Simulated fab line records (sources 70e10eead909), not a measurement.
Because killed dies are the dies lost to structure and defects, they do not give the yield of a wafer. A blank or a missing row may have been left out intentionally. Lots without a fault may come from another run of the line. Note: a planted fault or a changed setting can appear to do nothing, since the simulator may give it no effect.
A struck lot beside a sound one / flow nand_harc / 15 steps out of a route of 1159
Sound: the wafers L589.3, L589.5, L589.6. Struck: wafers L596.1, L596.3, L596.4. Last of all comes the cause.
Order at every step that has rows: each side's tool, ch and its chambers, its first start. Under that, the readings that differ: sound wafers / struck wafers / difference of the means / sigmas: that difference in standard deviations of wafers without a fault.
alike: readings with means less than 2 such deviations apart, plus words and numbers identical on both sides. not compared: withheld readings, readings lacking a value on some wafer, bounds such as >300 that could conceal the same value, and numbers that have no deviation in the record and whose values overlap.
A row with sigmas, a row that says differs or no value, or rows on one side alone: a step with any of these is where the two part. Non-overlapping numbers with no deviation appear without sigmas and do not part them. Lack of a reading on every wafer of one side parts them only where that side has two or more wafers.

first, 2 steps without rows for these wafers: NHARC_THIN_TSV_PEB_10 (peb time 85 s); NHARC_THIN_TSV_DEVELOP_11 (time 70 s).
NHARC_THIN_TSV_CD_MEAS_12: target cd 1000 nm.
  sound on cd_sem-02 ch 0, day 19 05:04; struck on cd_sem-02 ch 0, day 20 19:25
  alike: cd_nm
then, 1 step without rows for these wafers: NHARC_THIN_TSV_HARDBAKE_13 (time 80 s).
NHARC_THIN_TSV_DESCUM_14: chemistry O2, time 3 s.
  sound on rie_diel-01 ch 1,2,3, day 19 05:14; struck on rie_diel-08 ch 1,2,3, day 20 19:34
  alike: drypump_motor_current_A, mfc_ar_sccm, oes_product_au, rf_vpp_V, showerhead_plenum_p_Torr, throttle_valve_pct
  not compared: rf_hours_counter_h
then, 2 steps without rows for these wafers: NHARC_THIN_TSV_ETCH_44 (etches the open film in CF4/O2, target depth 1594.2 nm, time 797.1 s); NHARC_THIN_TSV_ETCH_15 (target depth 3000 nm, bosch target overetch cycles 2, bosch etch step 2.8 s).
NHARC_THIN_TSV_CD_MEAS_16:
  sound on cd_sem-03 at day 19 06:02; struck on cd_sem-01 at day 20 20:22
  alike: cd_nm
NHARC_THIN_TSV_STRIP_45: strips in O2.
  sound on plasma_asher-02 ch 0,1, day 19 06:11; struck on plasma_asher-01 ch 0,1, day 20 20:35
  alike: drypump_motor_current_A, heater_power_w
  not compared: rf_hours_counter_h
then, 1 step without rows for these wafers: NHARC_THIN_TSV_STRIP_46 (strips in post etch residue remover, time 1200 s).
NHARC_THIN_TSV_DEP_47: deposits SiO2, target thk 200 nm.
  sound on pecvd-02 ch 0,1,2, day 19 07:00; struck on pecvd-02 ch 0,1,2, day 20 21:22
  alike: throttle_valve_pct
NHARC_THIN_TSV_ETCHBACK_48: etches the open film in C4F8/Ar, target depth 1028.5 nm, time 405.17 s.
  sound on rie_diel-08 ch 1,2, day 19 07:20; struck on rie_diel-08 ch 0,1,2, day 20 21:46
  alike: oes_product_au, rf_vpp_V
  not compared: rf_hours_counter_h
NHARC_THIN_TSV_STRIP_62: strips in N2/H2, time 20 s.
  sound on plasma_asher-02 ch 0,1, day 19 07:44; struck on plasma_asher-02 ch 0,1, day 20 22:08
  no value came back on the struck wafers for drypump_motor_current_A (A), heater_power_w (W); on the sound wafers drypump_motor_current_A (A) reads 6.0 6.0 5.4
  not compared: rf_hours_counter_h
NHARC_THIN_TSV_DEGAS_49: time 120 s.
  sound on pvd_sputter-03 at day 19 07:53; struck on pvd_sputter-01 at day 20 22:18
  alike: heater_power_w
NHARC_END_SORT_01:
  only the struck wafers appear in the record here, on prober-01 ch 0 at day 21 08:50; the sound ones have no rows

== WHERE THEY PART ==
At NHARC_THIN_TSV_STRIP_62 first; at NHARC_END_SORT_01 last (within this record only).

WHY: the cause the simulator had injected
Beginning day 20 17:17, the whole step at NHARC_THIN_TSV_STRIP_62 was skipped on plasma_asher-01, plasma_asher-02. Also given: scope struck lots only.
